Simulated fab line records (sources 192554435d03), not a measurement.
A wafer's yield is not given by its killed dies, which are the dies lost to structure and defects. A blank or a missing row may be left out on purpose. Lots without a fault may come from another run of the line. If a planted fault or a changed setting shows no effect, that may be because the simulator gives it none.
Split-lot trial ; flow n5-finfet ; on a route of 1938 steps: 7 lots, 21 wafers read

ON THE SPLIT
At N5_SD_EPI_P_EPI_21 (deposits SiGe:B, time 355 s), the setting epi-growth-time-s was moved away from the recipe's 355 s on 7 of the 21 wafers read, by -6.1% to +7.7%. All remaining wafers had this setting at the recipe value.

FROM THE SPLIT TO THE READING: what the file shows between them, 3 steps
- N5_SD_EPI_P_HM_STRIP_48: strips SiNx in H3PO4, material SiNx, target depth 3 nm
- N5_SD_ACTIVATION_RTA_00: time 0 s
- N5_SD_ACTIVATION_LSA_01: time 0.0008 s

THE READING
Measured at N5_SD_ACTIVATION_RS_MEAS_03 by four-point probe: RS_SD_P, in ohm/sq. On this fab line, fault-free wafers typically give 56.0 ohm/sq with a standard deviation of 0.84 ohm/sq.

wafer;tool, chamber at the split;epi-growth-time-s as run, s;against the recipe;RS_SD_P, ohm/sq;against lot-mates on the recipe
L075.1;epi-rpcvd-02, 0;355;recipe;56.2;-
L075.3;epi-rpcvd-02, 0;355;recipe;55.3;-
L075.4;epi-rpcvd-02, 0;355;recipe;56.2;-
L076.1;epi-rpcvd-01, 0;382.3;+7.7%;53.4;-2.2
L076.2;epi-rpcvd-01, 0;382.3;+7.7%;52.9;-2.7
L076.6;epi-rpcvd-01, 0;355;recipe;55.6;-
L077.2;epi-rpcvd-04, 0;355;recipe;57.4;-
L077.5;epi-rpcvd-04, 0;373.8;+5.3%;53.6;-3.4
L077.6;epi-rpcvd-04, 0;355;recipe;56.6;-
L080.4;epi-rpcvd-04, 0;355;recipe;55.9;-
L080.5;epi-rpcvd-04, 0;355;recipe;55.8;-
L080.6;epi-rpcvd-04, 0;341.2;-3.9%;56.9;+1.1
L087.1;epi-rpcvd-02, 0;355;recipe;55.5;-
L087.2;epi-rpcvd-02, 0;367.9;+3.6%;53.4;-1.5
L087.4;epi-rpcvd-02, 0;355;recipe;54.3;-
L089.2;epi-rpcvd-01, 0;355;recipe;55.1;-
L089.3;epi-rpcvd-01, 0;355;recipe;54.7;-
L089.5;epi-rpcvd-01, 0;355;recipe;54.9;-
L090.1;epi-rpcvd-04, 0;355;recipe;56.1;-
L090.2;epi-rpcvd-04, 0;333.4;-6.1%;57.8;+1.7
L090.4;epi-rpcvd-04, 0;333.4;-6.1%;57.1;+1.0

FIT RESULTS
A straight line over all 21 wafers: RS_SD_P changes by -0.337 ohm/sq for each +1% of epi-growth-time-s; r = -0.86; the points scatter about the line by 0.73 ohm/sq.
The same after taking each lot's own level away (the mean of its wafers on the recipe; 21 wafers): -0.323 ohm/sq for each +1%; r = -0.91; scatter 0.53 ohm/sq.
According to that fit, moving epi-growth-time-s by its largest amount changes the reading by 2.5 ohm/sq.
Across the lots, their own levels run from 54.90 to 57.00 ohm/sq, a range of 2.5 times the standard deviation given above.
Consequently the slope shifts little with the lot-to-lot level, the two slopes agreeing.
Check: for one of the wafers moved furthest among these (+7.7%), held out of the fit, the line's prediction against its lot-mates is -2.8 ohm/sq. It came out at -2.2 ohm/sq against them.

FURTHER SPLITS ON THESE WAFERS
Other splits were also applied to these wafers ahead of the reading. Each is held against what the fit with the lots' levels taken away leaves over:
other split on the same wafers;wafers away from the commonest value;r with RS_SD_P (lot level and that fit taken away)
N5_SD_EPI_N_DEVELOP_08 develop-time-s;7;-0.12

THE WHOLE CHAIN: every reading that the file lists as answering this split, in the file's order
step;what it does;reading;change (the file's fit);r (the file's)
N5_SD_EPI_P_EPI_21;deposits SiGe:B, time 355 s;SiGe-B_of_SD_EPI_P_EPI_21.thk-nm (the simulator's own value, which no gauge read);+0.393 nm for each +1% of the setting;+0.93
N5_SD_ACTIVATION_RS_MEAS_03;measures by four-point-probe;RS_SD_P;-0.356 for each +1% of the setting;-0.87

FILE'S OWN FIT
RS_SD_P changes by -0.356 ohm/sq for each +1% of epi-growth-time-s, r = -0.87.
